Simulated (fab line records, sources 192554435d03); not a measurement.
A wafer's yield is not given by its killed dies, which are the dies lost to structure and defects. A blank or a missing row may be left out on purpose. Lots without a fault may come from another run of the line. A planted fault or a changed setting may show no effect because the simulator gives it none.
Split-lot experiment -- flow n5_finfet -- 21 wafers read across 7 lots, on a route 1938 steps long

SPLIT DETAILS
At N5_SD_EPI_N_COAT_33 (time 60 s, resist thk 35 nm), the setting spin_rpm was moved away from the recipe's 1500 rpm on 3 of the 21 wafers read, by -8.7% to +9.9%. All remaining wafers had this setting at the recipe value.

FROM THE SPLIT TO THE READING: what the file shows between them, 3 steps
- N5_SD_EPI_N_COAT_03: resist thk 150 nm
- N5_SD_EPI_N_EBR_05
- N5_SD_EPI_N_DESCUM_14: chemistry O2, time 7.9 s

THE READING
etch.depth_nm (the simulator's own value, which no gauge read), in nm, at N5_SD_EPI_N_ETCH_34 (etches SiARC in CF4, target depth 45.5 nm, time 75.8 s). The file gives no usual value for it. The 18 wafers here that ran the recipe average 34.99 nm, standard deviation 0.058 nm.

wafer,"tool, chamber at the split","spin_rpm as run, rpm",against the recipe,"etch.depth_nm, nm",against lot-mates on the recipe
L076.1,"litho_track-01, 0",1500,recipe,34.95,-
L076.3,"litho_track-01, 0",1500,recipe,34.99,-
L076.5,"litho_track-01, 0",1500,recipe,35.05,-
L078.4,"litho_track-01, 0",1500,recipe,34.94,-
L078.5,"litho_track-01, 0",1500,recipe,34.95,-
L078.6,"litho_track-01, 0",1500,recipe,35,-
L080.2,"litho_track-04, 0",1500,recipe,34.95,-
L080.4,"litho_track-04, 0",1500,recipe,34.9,-
L080.6,"litho_track-04, 0",1500,recipe,34.96,-
L081.4,"litho_track-05, 0",1500,recipe,34.96,-
L081.5,"litho_track-05, 0",1500,recipe,34.99,-
L081.6,"litho_track-05, 0",1369,-8.7%,36.76,+1.78
L084.1,"litho_track-05, 0",1500,recipe,35.02,-
L084.4,"litho_track-05, 0",1500,recipe,35.05,-
L084.6,"litho_track-05, 0",1500,recipe,35.13,-
L086.2,"litho_track-04, 0",1500,recipe,35.05,-
L086.5,"litho_track-04, 0",1648,+9.9%,33.41,-1.65
L086.6,"litho_track-04, 0",1500,recipe,35.07,-
L092.2,"litho_track-04, 0",1429,-4.7%,35.78,+0.84
L092.3,"litho_track-04, 0",1500,recipe,34.97,-
L092.4,"litho_track-04, 0",1500,recipe,34.92,-

FIT RESULTS
A straight line over all 21 wafers: etch.depth_nm changes by -0.177 nm for each +1% of spin_rpm; r = -0.99; the points scatter about the line by 0.084 nm.
The same after taking each lot's own level away (the mean of its wafers on the recipe; 21 wafers): -0.182 nm for each +1%; r = -0.99; scatter 0.062 nm.
According to that fit, moving spin_rpm by its largest amount changes the reading by 1.8 nm.
Measured against the standard deviation above, the lots' own levels, which go from 34.937 to 35.067 nm, span 2.2 times it.
The two slopes agree, so the slope changes little with the lot-to-lot level.
Check: with one of the wafers moved furthest among these (+9.9%) left out of the fit, the line predicts -1.96 nm for it against its lot-mates. It came out at -1.65 nm against them.

ADDITIONAL SPLITS CARRIED BY THESE WAFERS
Other splits were also applied to these wafers ahead of the reading. Each is held against what the fit with the lots' levels taken away leaves over:
other split on the same wafers,wafers away from the commonest value,r with etch.depth_nm (lot level and that fit taken away)
N5_ZERO_LAYER_PECVD_02 time_s,10,+0.06
N5_ZERO_LAYER_ETCH_18 icp_w,7,+0.00
N5_WELL_APT_EXPOSE_22 dose_mj,4,-0.07
N5_WELL_APT_PEB_23 peb_temp_c,7,-0.12
N5_FIN_SAQP_PECVD_48 time_s,7,-0.45
N5_FIN_SAQP_HM_DEP_72 time_s,5,-0.10
N5_FIN_SAQP_FIN_ETCH_36 icp_w,7,-0.23

THE WHOLE CHAIN: every reading that the file lists as answering this split, in the file's order
step,what it does,reading,change (the file's fit),r (the file's)
N5_SD_EPI_N_COAT_33,"time 60 s, resist thk 35 nm","SiARC_of_SD_EPI_N_COAT_33.thk_nm (the simulator's own value, which no gauge read)",-0.18 nm for each +1% of the setting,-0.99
N5_SD_EPI_N_ETCH_34,"etches SiARC in CF4, target depth 45.5 nm, time 75.8 s","CAR-ArF-block_of_SD_EPI_N_COAT_03.thk_nm (the simulator's own value, which no gauge read)",+0.224 nm for each +1% of the setting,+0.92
N5_SD_EPI_N_ETCH_34,"etches SiARC in CF4, target depth 45.5 nm, time 75.8 s","etch.depth_nm (the simulator's own value, which no gauge read)",-0.182 nm for each +1% of the setting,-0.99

FILE'S OWN FIT
etch.depth_nm changes by -0.182 nm for each +1% of spin_rpm, r = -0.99.
